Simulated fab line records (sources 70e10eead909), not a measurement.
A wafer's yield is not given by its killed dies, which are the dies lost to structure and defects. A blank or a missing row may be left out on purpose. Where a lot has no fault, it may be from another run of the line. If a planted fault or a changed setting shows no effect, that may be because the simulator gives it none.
Chamber matching | flow nandHarc | aldHk-04 running NHARC_A_WL_FILL_ALD_10: 4 sister chambers
The step deposits SiO2, target thk 50 nm, pulse time 10 s, ald cycles 500. 4 wafers are shown with their chamber, then 7 later ones without.

== WAFERS, EACH WITH ITS CHAMBER ==
wafer  | chamber | heaterPowerW (W)
L685.5 | 0       | 452
L687.6 | 2       | 449
L689.3 | 3       | 434
L689.2 | 1       | 462

== WAFERS WITH NO CHAMBER GIVEN ==
wafer  | heaterPowerW (W)
L689.6 | 438
L688.1 | 459
L688.3 | 468
L688.4 | 431
L697.3 | 460
L697.4 | 475
L697.6 | 440

== CHAMBER TAKEN BY EACH ==
wafer  | from the rows above          | in truth
L689.6 | can't be placed: 3 or 2 or 0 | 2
L688.1 | can't be placed: 1 or 0 or 2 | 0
L688.3 | can't be placed: 1 or 0      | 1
L688.4 | 3                            | 3
L697.3 | can't be placed: 1 or 0 or 2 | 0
L697.4 | can't be placed: 1 or 0      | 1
L697.6 | can't be placed: 3 or 2 or 0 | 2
Placed correctly: 1 of 7. From these rows, 6 cannot be placed; in 6 the true chamber is one of the candidates. 0 placed wrongly.
How it was worked out, from the rows above alone: a wafer's distance from a chamber is the root of the sum, over the readings, of the square of ((its reading less the chamber's mean) divided by the reading's scatter). The wafer belongs to the nearest chamber; if the next one is less than 2 further off, it can't be placed. For every chamber, the mean is computed from those of its wafers that are shown. The scatter (one wafer shown for each chamber): square how far every hidden wafer sits from the nearest shown wafer, average those squares and take the square root.
